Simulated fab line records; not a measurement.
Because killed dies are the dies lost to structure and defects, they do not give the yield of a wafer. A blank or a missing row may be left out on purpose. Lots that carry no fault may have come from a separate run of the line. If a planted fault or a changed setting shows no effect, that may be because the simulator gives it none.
Which of the tools did it? | flow n5Finfet | 21 wafers from 7 lots sampled at 8 of the route's 1938 steps

== WHAT THE GAUGES READ, wafer by wafer ==
N5_BEOL_M12_CD_MEAS_28 targets a cd of 160.2 nm.
lot  | measured     | on       | cdNm (nm)
L575 | day 10 22:45 | cdSem-03 | 158.7 157.7 162.3
L580 | day 12 04:19 | cdSem-01 | 157.4 161.2 160.0
L585 | day 13 09:09 | cdSem-01 | 160.4 161.8 162.0
L586 | day 14 06:55 | cdSem-03 | 158.2 160.1 157.9
L589 | day 14 08:44 | cdSem-03 | 159.5 162.7 160.1
L592 | day 14 11:43 | cdSem-01 | 162.7 161.2 161.0
L597 | day 16 13:43 | cdSem-02 | 161.4 161.7 162.4

N5_BEOL_M12_INSPECT_30: inspects for defects (macro).
lot  | measured     | on               | rawDefectCount
L575 | day 10 22:48 | defectInspect-02 | 5 1 3
L580 | day 12 04:22 | defectInspect-01 | 2 2 3
L585 | day 13 09:12 | defectInspect-01 | 0 2 3
L586 | day 14 06:58 | defectInspect-02 | 6 2 0
L589 | day 14 08:47 | defectInspect-01 | 2 0 1
L592 | day 14 11:46 | defectInspect-01 | 3 3 4
L597 | day 16 13:46 | defectInspect-02 | 2 3 2

N5_BEOL_M12_OCD_MEAS_35.
lot  | measured     | on     | trenchDepthNm (nm)
L575 | day 10 23:21 | ocd-01 | 319 315 320
L580 | day 12 05:19 | ocd-01 | 324 325 321
L585 | day 13 09:46 | ocd-02 | 317 324 322
L586 | day 14 07:31 | ocd-01 | 317 326 319
L589 | day 14 09:20 | ocd-01 | 319 318 325
L592 | day 14 12:46 | ocd-02 | 320 316 323
L597 | day 16 14:19 | ocd-02 | 239 322 322

N5_BEOL_M12_THK_MEAS_50: measures by xrf.
lot  | measured     | on           | M12_THK (nm)
L575 | day 11 07:22 | filmMetro-01 | 318 316 321
L580 | day 12 11:12 | filmMetro-01 | 315 316 313
L585 | day 13 11:57 | filmMetro-02 | 319 328 324
L586 | day 14 10:58 | filmMetro-02 | 320 324 321
L589 | day 14 11:50 | filmMetro-02 | 321 320 328
L592 | day 14 14:20 | filmMetro-01 | 311 309 315
L597 | day 16 16:30 | filmMetro-01 | 234 314 316

N5_BEOL_M12_RS_MEAS_54: measurement is done with a four-point probe.
lot  | measured     | on           | M12_RS (ohm/sq)
L575 | day 11 07:29 | filmMetro-02 | 0.0601 0.0609 0.0597
L580 | day 12 11:19 | filmMetro-01 | 0.0593 0.0589 0.0596
L585 | day 13 12:05 | filmMetro-01 | 0.0601 0.0587 0.0591
L586 | day 14 11:05 | filmMetro-01 | 0.0603 0.0594 0.0601
L589 | day 14 11:59 | filmMetro-01 | 0.0599 0.0601 0.0589
L592 | day 14 14:28 | filmMetro-02 | 0.0604 0.0607 0.0593
L597 | day 16 16:38 | filmMetro-01 | 0.0813 0.0596 0.0593

N5_BEOL_M15_RC_MEAS_101.
lot  | measured     | on        | COMB_M10 (S/m)             | COMB_M11 (S/m)             | COMB_M13 (S/m)          | COMB_M14 (S/m)          | COMB_M15 (S/m)          | COMB_M15_max_site (S/m) | COMB_M5 (S/m)           | COMB_M6 (S/m)           | COMB_M7 (S/m)           | COMB_M8 (S/m)           | COMB_M8_max_site (S/m)  | COMB_M9 (S/m)           | SERP_M10 (ohm/um) | SERP_M11 (ohm/um) | SERP_M12 (ohm/um) | SERP_M12_max_site (ohm/um) | SERP_M13 (ohm/um) | SERP_M14 (ohm/um) | SERP_M5 (ohm/um) | SERP_M6 (ohm/um) | SERP_M7 (ohm/um) | SERP_M8 (ohm/um) | SERP_M9 (ohm/um) | SERP_M9_max_site (ohm/um)
L575 | day 12 01:32 | prober-01 | 1.73e-11 1.32e-11 1.14e-11 | 1.82e-11 2.23e-11 1.52e-11 | 5.1e-12 3.9e-12 5.4e-12 | 4.3e-12 4.4e-12 4.3e-12 | 3.1e-12 2.1e-12 2.2e-12 | 3.9e-12 2.8e-12 2.7e-12 | 5e-11 3.8e-11 3.8e-11   | 3e-11 2.3e-11 2.6e-11   | 2.1e-11 2.5e-11 2.9e-11 | 2.2e-11 2e-11 2.4e-11   | 2.9e-11 2.8e-11 3.4e-11 | 1.9e-11 1.9e-11 1.8e-11 | 3.04 3.08 2.93    | 3.05 2.99 3.00    | 0.653 0.662 0.618 | 0.668 0.672 0.636          | 0.314 0.301 0.302 | 0.161 0.162 0.172 | 41.5 40.8 42.7   | 13.4 13.9 14.8   | 13.3 14.6 14.7   | 13.8 13.5 13.4   | 2.97 2.91 2.89   | 3.04 3.10 2.98
L580 | day 13 06:23 | prober-02 | 1.6e-11 1.24e-11 1.49e-11  | 1.12e-11 1.29e-11 1.21e-11 | 4.8e-12 4.8e-12 3.6e-12 | 5e-12 3.1e-12 4e-12     | 2.8e-12 2.5e-12 3.5e-12 | 3.6e-12 4e-12 5.2e-12   | 3.9e-11 3.6e-11 2.4e-11 | 2.4e-11 2.5e-11 2.5e-11 | 3.1e-11 2.2e-11 2.8e-11 | 2.6e-11 2.4e-11 3.4e-11 | 2.8e-11 3.1e-11 4.4e-11 | 1.8e-11 1.5e-11 1.4e-11 | 3.10 3.13 3.14    | 3.02 3.00 3.07    | 0.652 0.624 0.650 | 0.673 0.637 0.660          | 0.298 0.308 0.301 | 0.162 0.156 0.158 | 40.3 41.5 39.7   | 14.0 13.4 13.3   | 13.4 13.3 14.1   | 13.6 13.8 13.8   | 2.96 2.83 2.93   | 3.03 2.94 3.07
L585 | day 14 05:59 | prober-01 | 1.91e-11 1.7e-11 1.92e-11  | 1.41e-11 1.12e-11 1.2e-11  | 4.6e-12 3.9e-12 6.1e-12 | 4.9e-12 3.6e-12 3.3e-12 | 2.3e-12 3.3e-12 3.4e-12 | 3.7e-12 5.3e-12 5.6e-12 | 3.2e-11 3.5e-11 4.1e-11 | 2.7e-11 3.3e-11 3.4e-11 | 2.6e-11 2.5e-11 2.6e-11 | 2.2e-11 2.2e-11 3e-11   | 3e-11 2.8e-11 4.1e-11   | 2.2e-11 2.1e-11 2e-11   | 3.08 3.17 3.11    | 2.97 3.01 3.04    | 0.650 0.612 0.626 | 0.658 0.624 0.638          | 0.316 0.307 0.319 | 0.152 0.160 0.161 | 38.1 38.0 40.3   | 14.4 13.1 13.1   | 13.9 13.9 13.8   | 13.9 14.2 15.2   | 3.17 3.11 3.09   | 3.30 3.20 3.19
L586 | day 15 07:47 | prober-02 | 1.5e-11 1.47e-11 1.39e-11  | 1.21e-11 1.41e-11 1.57e-11 | 5.3e-12 3.9e-12 5.5e-12 | 4.7e-12 4.8e-12 3.2e-12 | 2.6e-12 1.4e-12 2.4e-12 | 4e-12 2.3e-12 2.7e-12   | 3.2e-11 3.1e-11 3.2e-11 | 3e-11 3.2e-11 2.9e-11   | 3.8e-11 4.3e-11 2.8e-11 | 2.3e-11 3.6e-11 2.3e-11 | 2.9e-11 4.5e-11 3.1e-11 | 1.3e-11 1.4e-11 1.5e-11 | 3.10 3.08 3.18    | 2.96 2.98 2.96    | 0.643 0.626 0.657 | 0.660 0.638 0.669          | 0.308 0.314 0.308 | 0.157 0.160 0.156 | 37.7 37.8 40.6   | 13.1 13.5 13.7   | 13.6 14.0 13.7   | 14.0 13.4 14.0   | 3.05 3.06 3.01   | 3.11 3.19 3.19
L589 | day 15 10:15 | prober-01 | 1.32e-11 1.41e-11 1.27e-11 | 1.54e-11 1.56e-11 1.77e-11 | 5.7e-12 6.6e-12 5.3e-12 | 3.5e-12 5.3e-12 3.6e-12 | 3.5e-12 3.6e-12 3.5e-12 | 4e-12 4.3e-12 4e-12     | 3.3e-11 2.4e-11 4.5e-11 | 2.7e-11 3.1e-11 2e-11   | 3.4e-11 2.1e-11 2.7e-11 | 2.7e-11 2.7e-11 2.9e-11 | 4e-11 3.5e-11 3.3e-11   | 1.4e-11 1.5e-11 1.3e-11 | 3.07 3.04 3.08    | 2.97 2.95 2.97    | 0.638 0.618 0.621 | 0.646 0.630 0.627          | 0.306 0.310 0.309 | 0.159 0.165 0.156 | 37.4 36.9 39.5   | 14.0 14.3 14.0   | 12.3 12.5 13.1   | 13.6 14.5 13.8   | 3.09 3.11 3.23   | 3.17 3.14 3.28
L592 | day 15 11:11 | prober-02 | 1.33e-11 1.45e-11 1.17e-11 | 1.37e-11 1.32e-11 1.41e-11 | 4.6e-12 4.1e-12 3.1e-12 | 3.5e-12 3.9e-12 4.9e-12 | 3.2e-12 1.8e-12 2.2e-12 | 4.7e-12 2.1e-12 2.6e-12 | 2.9e-11 4.2e-11 3.5e-11 | 1.7e-11 1.9e-11 2.2e-11 | 2.5e-11 2.2e-11 3e-11   | 2.6e-11 2.7e-11 2.8e-11 | 3.4e-11 3.7e-11 3.7e-11 | 9e-12 1.2e-11 1.2e-11   | 3.03 3.01 3.07    | 2.99 3.18 3.07    | 0.633 0.642 0.633 | 0.647 0.644 0.639          | 0.309 0.302 0.307 | 0.160 0.160 0.159 | 39.6 37.9 38.8   | 13.3 14.3 14.3   | 13.4 13.5 12.9   | 13.5 13.5 13.6   | 2.94 2.91 2.95   | 2.99 3.09 3.00
L597 | day 17 13:13 | prober-02 | 1.36e-11 1.3e-11 1.14e-11  | 1.25e-11 1.65e-11 1.59e-11 | 4.5e-12 5.3e-12 4.2e-12 | 2.7e-12 3.7e-12 3.6e-12 | 2.9e-12 2.3e-12 2.6e-12 | 4.7e-12 3.1e-12 3.3e-12 | 5.3e-11 4.4e-11 3.9e-11 | 3.1e-11 2.7e-11 3.1e-11 | 1.9e-11 2.5e-11 2.2e-11 | 2.3e-11 2.5e-11 2.9e-11 | 3.1e-11 3.3e-11 3.8e-11 | 1e-11 1.2e-11 2e-11     | 3.10 3.03 3.12    | 3.13 3.10 3.16    | 0.845 0.618 0.604 | 0.848 0.635 0.626          | 0.315 0.311 0.307 | 0.164 0.156 0.167 | 43.7 40.6 41.2   | 14.0 14.1 13.7   | 13.2 12.7 13.8   | 14.0 14.5 14.3   | 3.03 3.19 2.94   | 3.14 3.24 3.05

== EACH LOT AND THE TOOL THAT RAN IT (in order: tool; ch and the chambers of the sampled wafers; start) ==
lot  | N5_BEOL_M12_TRENCH_ETCH_34        | N5_BEOL_M12_SPUTTER_45
L575 | rieDiel-02 ch 2,3, day 10 23:12   | pvdSputter-01, day 11 06:31
L580 | rieDiel-06 ch 0,2,3, day 12 05:10 | pvdSputter-01, day 12 10:20
L585 | rieDiel-02 ch 1,2,3, day 13 09:36 | pvdSputter-02, day 13 11:03
L586 | rieDiel-02 ch 0,2,3, day 14 07:22 | pvdSputter-03, day 14 10:02
L589 | rieDiel-02 ch 0,3, day 14 09:11   | pvdSputter-01, day 14 10:05
L592 | rieDiel-03 ch 0,1, day 14 12:37   | pvdSputter-02, day 14 13:29
L597 | rieDiel-02 ch 1,2,3, day 16 14:10 | pvdSputter-01, day 16 15:10
- N5_BEOL_M12_TRENCH_ETCH_34: etches SiOC in C4F8/O2/Ar, target depth 318.95 nm, time 125.5 s.
- N5_BEOL_M12_SPUTTER_45: material Cu, target thk 80 nm, time 13.33 s.

== AS READ BY THE TOOLS THEMSELVES (means over the sampled wafers that have a number; for cases with no such wafer, the mark the record gives instead) ==
N5_BEOL_M12_TRENCH_ETCH_34.
lot  | tool       | C4F8_flow_sccm (sccm) | drypumpMotorCurrentA (A) | heInnerTorr (Torr) | oesProductAu (a.u.) | rfVppV (V) | showerheadPlenumPTorr (Torr) | throttleValvePct (%)
L575 | rieDiel-02 | 15.02                 | 5.5                      | 14.986             | 0.70                | 664        | 3.37                         | 24.50
L580 | rieDiel-06 | 15.00                 | 5.8                      | 14.987             | 0.78                | 667        | 3.47                         | 24.11
L585 | rieDiel-02 | 15.00                 | 5.6                      | 15.008             | 0.79                | 665        | 3.40                         | 24.29
L586 | rieDiel-02 | 14.94                 | 5.5                      | 14.991             | 0.87                | 664        | 3.35                         | 24.14
L589 | rieDiel-02 | 14.99                 | 5.6                      | 14.997             | 0.78                | 664        | 3.35                         | 24.43
L592 | rieDiel-03 | 14.99                 | 5.5                      | 15.003             | 0.71                | 663        | 3.33                         | 24.25
L597 | rieDiel-02 | 14.99                 | 5.6                      | 14.995             | 0.92                | 665        | 3.38                         | 24.13

N5_BEOL_M12_SPUTTER_45.
lot  | tool          | biasV (V) | cathodeDcPowerW (W) | throttleValvePct (%)
L575 | pvdSputter-01 | 60.2      | 26000               | 30.1
L580 | pvdSputter-01 | 59.9      | 25995               | 30.0
L585 | pvdSputter-02 | 60.1      | 25998               | 30.0
L586 | pvdSputter-03 | 60.4      | 25997               | 30.0
L589 | pvdSputter-01 | 60.3      | 26004               | 30.5
L592 | pvdSputter-02 | 60.4      | 25999               | 29.4
L597 | pvdSputter-01 | 60.0      | 25998               | 30.1

== THE ANSWER, worked out from the rows above alone ==
Rule: what is usual is taken from the lots themselves. Put in order of their means at a reading, lots are off if they are a third of the lots or fewer, leave a main group of 4 or more, and stand apart from it by a gap of 3 or more times the standard deviation of the main group's means; of several such gaps the widest counts. A main group is skipped when, at the precision printed for the reading in the tables above, its means are all equal. Also off: a lot with no number at a reading for which 4 or more lots have one. Any other lot the step has rows for is counted as sound. After the gauges, taken in route order, come the tools' own readings; for these a lot's mean is taken, as printed above. At the first step where some lot is off, the reading lying furthest off is the one used; lots without a number count as furthest.
Off at N5_BEOL_M12_OCD_MEAS_35 (trenchDepthNm): L597. The main group: mean 321 nm, standard deviation 1.6.
A tool fits if, at a process step before that reading, it ran every lot that is off, and no sound lot after the first of them. The gauges at N5_BEOL_M12_OCD_MEAS_35 aren't tried: what is off there is off at N5_BEOL_M12_THK_MEAS_50 too, on other tools, and a gauge's error can't cause that. One fits: N5_BEOL_M12_TRENCH_ETCH_34 on rieDiel-02. A fault onset in the window from L589 (day 14 09:11, its last sound lot) to L597 (day 16 14:10, its first lot off) fits.

== WHAT THE SIMULATOR HAD PUT IN ==
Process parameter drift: rieDiel-02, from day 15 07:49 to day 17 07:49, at N5_BEOL_M12_TRENCH_ETCH_34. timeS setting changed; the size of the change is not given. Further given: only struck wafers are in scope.
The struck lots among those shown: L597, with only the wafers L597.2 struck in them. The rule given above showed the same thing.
